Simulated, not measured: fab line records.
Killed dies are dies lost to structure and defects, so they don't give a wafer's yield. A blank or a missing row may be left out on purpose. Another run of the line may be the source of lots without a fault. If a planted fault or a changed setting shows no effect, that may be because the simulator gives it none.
The tool behind it: which one?	flow n5-finfet	72 wafers from 24 lots sampled at 3 of the route's 1938 steps

## WHAT THE GAUGES SHOWED, per wafer
N5_BEOL_M10_THK_MEAS_53: measures by xrf. Usual: for M10_THK the level is 139 nm and the standard deviation is 3.
lot	measured	on	M10_THK (nm)	flag
L074	day 10 07:40	film-metro-02	138 136 137	
L075	day 10 10:45	film-metro-01	138 133 135	
L076	day 10 16:59	film-metro-01	132 140 134	
L077	day 10 17:24	film-metro-02	139 139 136	
L078	day 11 04:07	film-metro-01	143 144 146	
L079	day 11 05:29	film-metro-02	136 140 133	
L080	day 11 13:22	film-metro-02	136 138 134	
L081	day 11 17:50	film-metro-02	141 141 139	
L082	day 11 20:01	film-metro-01	147 139 141	
L083	day 12 06:21	film-metro-01	136 137 142	
L085	day 12 10:51	film-metro-02	141 139 139	
L084	day 12 15:11	film-metro-01	147 146 140	
L086	day 13 12:30	film-metro-02	142 140 145	
L087	day 13 17:34	film-metro-02	135 137 135	
L089	day 13 23:29	film-metro-01	143 138 141	
L088	day 14 03:36	film-metro-02	139 138 139	
L091	day 14 08:29	film-metro-01	139 136 140	
L090	day 15 01:48	film-metro-02	137 141 137	
L092	day 15 15:39	film-metro-02	138 135 135	
L093	day 16 10:01	film-metro-01	142 143 140	
L094	day 16 22:04	film-metro-01	140 142 142	
L096	day 16 23:12	film-metro-01	136 138 143	
L097	day 17 17:33	film-metro-01	139 143 143	
L095	day 18 06:49	film-metro-02	141 140 138	

## WHAT TOOL EACH LOT RAN ON (gives the tool, then ch and the chambers of the sampled wafers, and finally the start)
lot	N5_BEOL_M9_ALD_74	N5_BEOL_M9_DEP_56
L074	ald-metal-03 ch 1,2,3, day 9 18:36	pecvd-03 ch 0,1,2, day 9 21:22
L075	ald-metal-01 ch 1,2,3, day 10 00:01	pecvd-01 ch 0,1,2, day 10 01:24
L076	ald-metal-01 ch 0,2, day 10 08:20	pecvd-02 ch 0,1, day 10 09:52
L077	ald-metal-01 ch 0,2,3, day 10 08:38	pecvd-01 ch 0,1,2, day 10 10:14
L078	ald-metal-03 ch 0,2, day 10 19:24	pecvd-01 ch 0,2, day 10 20:49
L079	ald-metal-02 ch 2,3, day 10 20:07	pecvd-01 ch 1,2, day 10 22:05
L080	ald-metal-03 ch 0,1, day 11 05:38	pecvd-01 ch 1,2, day 11 07:05
L081	ald-metal-03 ch 1,2,3, day 11 10:21	pecvd-01 ch 0,1,2, day 11 11:56
L082	ald-metal-01 ch 0,1,2, day 11 10:44	pecvd-01 ch 1,2, day 11 12:13
L083	ald-metal-02 ch 0,1, day 11 19:59	pecvd-02 ch 0,1, day 11 21:29
L085	ald-metal-02 ch 0,2,3, day 12 01:14	pecvd-03 ch 0,1, day 12 02:39
L084	ald-metal-01 ch 1,2, day 12 04:55	pecvd-01 ch 0,1,2, day 12 06:17
L086	ald-metal-03 ch 0,2, day 13 04:17	pecvd-01 ch 0,1, day 13 07:03
L087	ald-metal-01 ch 0,3, day 13 07:20	pecvd-02 ch 0,1,2, day 13 08:47
L089	ald-metal-01 ch 0,1, day 13 11:37	pecvd-01 ch 0,1,2, day 13 14:38
L088	ald-metal-03 ch 0,1,3, day 13 19:18	pecvd-01 ch 0,1, day 13 21:05
L091	ald-metal-03 ch 0,1,2, day 13 23:23	pecvd-02 ch 0,1,2, day 14 01:21
L090	ald-metal-03 ch 0,1,2, day 14 18:14	pecvd-02 ch 0,1,2, day 14 20:02
L092	ald-metal-03 ch 0,1,2, day 15 04:38	pecvd-03 ch 0,1, day 15 06:31
L093	ald-metal-03 ch 0,1,2, day 16 00:56	pecvd-03 ch 0,1,2, day 16 02:29
L094	ald-metal-01 ch 0,2, day 16 04:11	pecvd-01 ch 1,2, day 16 06:50
L096	ald-metal-03 ch 0,1,2, day 16 06:10	pecvd-03 ch 1,2, day 16 08:04
L097	ald-metal-02 ch 2,3, day 17 05:06	pecvd-03 ch 0,1,2, day 17 07:35
L095	ald-metal-03 ch 0,1, day 17 17:25	pecvd-03 ch 1,2, day 17 21:44
- N5_BEOL_M9_ALD_74: deposits TaN, target thk 2 nm, pulse time 2 s, purge time 3 s.
- N5_BEOL_M9_DEP_56: deposits SiCN from 3MS/NH3, target thk 15 nm, time 26.5 s.

## WHAT THE TOOLS THEMSELVES READ (means of the sampled wafers that have a number; where no wafer has one, the mark that the record gives instead)
N5_BEOL_M9_ALD_74. Usual: heater-power-w 424 W, standard deviation 43; susceptor-temp-C 274.98 C, standard deviation 0.2.
lot	tool	heater-power-w (W)	susceptor-temp-C (C)	flag
L074	ald-metal-03	454	275.10	
L075	ald-metal-01	442	274.92	
L076	ald-metal-01	429	274.96	
L077	ald-metal-01	425	274.94	
L078	ald-metal-03	405	275.17	
L079	ald-metal-02	372	274.98	
L080	ald-metal-03	409	275.07	
L081	ald-metal-03	454	275.03	
L082	ald-metal-01	450	275.18	
L083	ald-metal-02	360	275.07	
L085	ald-metal-02	364	274.97	
L084	ald-metal-01	465	275.06	
L086	ald-metal-03	388	275.05	
L087	ald-metal-01	430	275.07	
L089	ald-metal-01	470	275.01	
L088	ald-metal-03	444	274.92	
L091	ald-metal-03	418	274.79	
L090	ald-metal-03	419	274.83	
L092	ald-metal-03	418	274.95	
L093	ald-metal-03	415	275.01	
L094	ald-metal-01	424	274.97	
L096	ald-metal-03	418	274.83	
L097	ald-metal-02	363	275.25	
L095	ald-metal-03	438	275.18	

N5_BEOL_M9_DEP_56. Usual: showerhead-plenum-p-Torr 3.672 Torr, standard deviation 0.015; throttle-valve-pct 8.9 %, standard deviation 0.63.
lot	tool	showerhead-plenum-p-Torr (Torr)	throttle-valve-pct (%)	flag
L074	pecvd-03	3.688	9.1	
L075	pecvd-01	3.672	8.8	
L076	pecvd-02	3.664	9.4	
L077	pecvd-01	3.666	8.8	
L078	pecvd-01	3.662	9.0	
L079	pecvd-01	3.676	8.6	
L080	pecvd-01	3.675	8.4	
L081	pecvd-01	3.663	8.7	
L082	pecvd-01	3.681	8.6	
L083	pecvd-02	3.664	9.3	
L085	pecvd-03	3.695	9.9	
L084	pecvd-01	3.668	8.7	
L086	pecvd-01	3.661	9.1	
L087	pecvd-02	3.667	8.8	
L089	pecvd-01	3.674	8.7	
L088	pecvd-01	3.668	9.2	
L091	pecvd-02	3.663	8.9	
L090	pecvd-02	3.656	8.9	
L092	pecvd-03	3.693	9.7	
L093	pecvd-03	3.685	9.0	
L094	pecvd-01	3.679	8.4	
L096	pecvd-03	3.668	8.5	
L097	pecvd-03	3.682	9.2	
L095	pecvd-03	3.670	8.5	

## THE ANSWER, worked out from the rows above alone
Rule: take the mean of a lot's wafers that have a number; if it is more than 3 standard deviations from the usual mean, the lot is off. A lot without any number at a reading at which 4 lots or more have one is off too. The other lots that the step has rows for count as sound. After the gauges, taken in route order, come the tools' own readings; for these a lot's mean is taken, as printed above. At the first step where some lot is off, the reading lying furthest off is the one used; lots without a number count as furthest.
No lot is off on any of the readings shown, so nothing can be concluded from this.

## WHAT THE SIMULATOR HAD PUT IN
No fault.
